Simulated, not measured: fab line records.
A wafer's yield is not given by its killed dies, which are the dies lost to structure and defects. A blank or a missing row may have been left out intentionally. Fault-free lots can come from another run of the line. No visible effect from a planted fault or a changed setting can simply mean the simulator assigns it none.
Struck lot and sound lot, side by side ; flow n5Finfet ; 43 steps out of a route of 1938
Sound: the wafers L165.4, L165.5, L165.6. Struck: wafer L169.4. (L169.1 of the same lot was not struck and is left out.) The cause comes at the end.
For every step that has rows: the tool of each side, followed by ch and its chambers, followed by its first start. Under that, the readings that differ: sound wafers ; struck wafers ; difference of the means ; sigmas: that difference in standard deviations of wafers without a fault.
alike: a reading whose means differ by less than 2 such deviations, as well as words and numbers matching on both sides. not compared: withheld readings; readings where some wafer has no value; bounds like >300 that might hide an equal value; numbers whose values overlap and for which the record gives no deviation.
A row with sigmas, a row that says differs or no value, or rows on one side alone: a step with any of these is where the two part. When numbers do not overlap yet have no deviation, they are printed without sigmas and do not part them. A reading missing from all wafers of one side parts the sides only when that side holds two or more wafers.

first, 4 steps without rows for these wafers: N5_PMOS_HMC_CHANNEL_EPI_PRECLEAN_37 (cleans in O3/DIW, time 45 s); N5_PMOS_HMC_CHANNEL_EPI_PRECLEAN_24 (cleans in DHF, time 30 s); N5_PMOS_HMC_CHANNEL_EPI_SRD_25 (time 30 s); N5_PMOS_HMC_CHANNEL_EPI_EPI_26 (deposits Si from SiH4/H2, target thk 3.8 nm, time 22.7 s).
N5_PMOS_HMC_CHANNEL_EPI_INSPECT_30: inspects for defects (darkfield).
  sound: defectInspect-01 at day 2 14:45; struck: defectInspect-02 at day 3 14:02
  alike: rawDefectCount
then, 4 steps without rows for these wafers: N5_FIN_SAQP_PRECLEAN_42 (cleans in O3/DIW, time 60 s); N5_FIN_SAQP_PRECLEAN_00 (cleans in SC1, time 60 s); N5_FIN_SAQP_PRECLEAN_44 (cleans in SC2, time 45 s); N5_FIN_SAQP_SRD_01 (time 30 s).
N5_FIN_SAQP_ALD_61: deposits SiO2, target thk 4 nm, pulse time 1 s, purge time 2 s.
  sound on aldSin-01 ch 1,2, day 2 14:52; struck on aldSin-01 ch 2, day 3 14:58
  alike: heaterPowerW, precursorPulseHeightRel
N5_FIN_SAQP_DENSIFY_62: time 60 s.
  sound on rtpAnneal-01 ch 0, day 2 15:14; struck on rtpAnneal-02 ch 0, day 3 15:10
  alike: lampPowerPct, wafer_temp_C_max
N5_FIN_SAQP_HM_DEP_03: deposits SiNx from SiH4/NH3/N2, target thk 38 nm, time 33.6 s.
  sound on pecvd-04 ch 0,1,2, day 2 15:23; struck on pecvd-04 ch 2, day 3 15:23
reading;sound;struck;difference;sigmas
model.SiNx_of_FIN_SAQP_HM_DEP_03.thkNm (nm);38.08 37.64 37.9;33.98;-3.89;
  alike: heaterPowerW, showerheadPlenumPTorr, throttleValvePct
N5_FIN_SAQP_THK_MEAS_05:
  sound: filmMetro-01 at day 2 15:26; struck: filmMetro-01 at day 3 15:28
reading;sound;struck;difference;sigmas
thkNm (nm);38.1 37.7 37.9;34.0;-3.9;-8
then, 1 step without rows for these wafers: N5_FIN_SAQP_PECVD_47 (deposits a-Si from SiH4/He, target thk 45 nm, time 36.3 s).
N5_FIN_SAQP_PECVD_48: deposits SiNx from SiH4/NH3/N2, target thk 25 nm, time 22.1 s.
  sound on pecvd-01 ch 0,2, day 2 15:34; struck on pecvd-01 ch 0, day 3 15:32
  alike: heaterPowerW, showerheadPlenumPTorr, throttleValvePct
then, 1 step without rows for these wafers: N5_FIN_SAQP_PECVD_06 (deposits a-Si from SiH4/He, target thk 60 nm, time 48.1 s).
N5_FIN_SAQP_THK_MEAS_07:
  sound: filmMetro-01 at day 2 15:43; struck: filmMetro-02 at day 3 15:40
  alike: thkNm
then, 9 steps without rows for these wafers: N5_FIN_SAQP_HM_DEP_72 (deposits SiO2 from SiH4/N2O, target thk 12 nm, time 7.2 s); N5_FIN_SAQP_COAT_49 (time 60 s, resist thk 100 nm); N5_FIN_SAQP_COAT_50 (time 60 s, resist thk 35 nm); N5_FIN_SAQP_COAT_10 (resist thk 90 nm); N5_FIN_SAQP_EBR_12; N5_FIN_SAQP_SOFTBAKE_11 (time 60 s); N5_FIN_SAQP_EXPOSE_13 (exposes mask FIN CORE, target cd 35.6 nm); N5_FIN_SAQP_PEB_14 (peb time 60 s); N5_FIN_SAQP_DEVELOP_15 (develop time 30 s).
N5_FIN_SAQP_CD_MEAS_16 targets a cd of 35.6 nm.
  sound on cdSem-01 ch 0, day 2 16:13; struck on cdSem-01 ch 0, day 3 16:10
  alike: cdNm
N5_FIN_SAQP_OVL_MEAS_17:
  sound on overlay-01 ch 0, day 2 16:14; struck on overlay-01 ch 0, day 3 16:12
  alike: FIN_CORE_OVL
N5_FIN_SAQP_INSPECT_18: inspects for defects (brightfield).
  sound: defectInspect-01 at day 2 16:16; struck: defectInspect-01 at day 3 16:13
  alike: rawDefectCount
then, 2 steps without rows for these wafers: N5_FIN_SAQP_DESCUM_21 (chemistry O2, time 7.9 s); N5_FIN_SAQP_ETCH_51 (etches SiARC in CF4, target depth 45.5 nm, time 75.8 s).
N5_FIN_SAQP_ETCH_52: etches SOC in N2/H2, target depth 100 nm, overetch 20 nm, time 150 s.
  sound on rieDiel-02 ch 2,3, day 2 16:23; struck on rieDiel-06 ch 3, day 3 16:20
  alike: chamberPressureMTorr, drypumpMotorCurrentA, oesProductAu, rfVppV, showerheadPlenumPTorr, throttleValvePct
  not compared: rfHoursCounterH
then, 4 steps without rows for these wafers: N5_FIN_SAQP_STRIP_53 (strips in N2/H2); N5_FIN_SAQP_HM_OPEN_73 (chemistry CHF3/O2, target SiO2, stops on a-Si, target depth 12 nm, time 16.8 s); N5_FIN_SAQP_STRIP_74 (strips in CHF3/O2); N5_FIN_SAQP_MANDREL_ETCH_22 (etches a-Si in HBr/Cl2, stops on SiNx, target depth 60 nm, bt time 10 s, time 30 s).
N5_FIN_SAQP_STRIP_55: strips in N2/H2.
  sound on rieDiel-06 ch 0,3, day 2 16:41; struck on rieDiel-02 ch 3, day 3 16:38
reading;sound;struck;difference;sigmas
throttleValvePct (%);18.68 19.02 18.67;19.29;+0.50;+2
  alike: chamberPressureMTorr, drypumpMotorCurrentA, oesProductAu, rfVppV, showerheadPlenumPTorr
  not compared: rfHoursCounterH
then, 4 steps without rows for these wafers: N5_FIN_SAQP_STRIP_23 (strips in SPM, time 750 s); N5_FIN_SAQP_SRD_66 (time 30 s); N5_FIN_SAQP_RECESS_75 (chemistry HF/NH3, target SiO2, target depth 14.4 nm, afs cycles 3, sublimation time 60 s); N5_FIN_SAQP_SPACER1_ALD_24 (deposits SiO2, target thk 20.3 nm, pulse time 1 s, purge time 2 s).
N5_FIN_SAQP_HM_OPEN_33: chemistry CH3F/O2, target SiNx, target depth 49.4 nm, time 70.6 s.
  sound on rieDiel-02 ch 0,2,3, day 2 19:56; struck on rieDiel-03 ch 1, day 3 20:36
reading;sound;struck;difference;sigmas
etchRfOnTimeS (s);69.3 70.9 68.9;60.3;-9.4;-8
model.etch.depthNm (nm);37.46 37.02 37.27;33.28;-3.97;
  alike: chamberPressureMTorr, drypumpMotorCurrentA, oesProductAu, rfVppV, showerheadPlenumPTorr, throttleValvePct
  not compared: rfHoursCounterH
N5_STI_FIN_REVEAL_RECESS_09: chemistry HF/NH3, target SiO2, afs cycles 11, target depth 42.5 nm, sublimation time 60 s.
  sound on vaporEtch-02 ch 0,1, day 3 04:29; struck on vaporEtch-01 ch 0, day 4 04:47
reading;sound;struck;difference;sigmas
model.SiNx_of_FIN_SAQP_HM_DEP_03.thkNm (nm);18.2 17.6 18.2;14;-4;
  alike: drypumpMotorCurrentA

== WHERE THEY PART ==
First at N5_FIN_SAQP_THK_MEAS_05; last, within this record, at N5_FIN_SAQP_HM_OPEN_33. Later steps at which nothing parts them and some readings are alike: N5_STI_FIN_REVEAL_RECESS_09.

WHY: the cause the simulator had injected
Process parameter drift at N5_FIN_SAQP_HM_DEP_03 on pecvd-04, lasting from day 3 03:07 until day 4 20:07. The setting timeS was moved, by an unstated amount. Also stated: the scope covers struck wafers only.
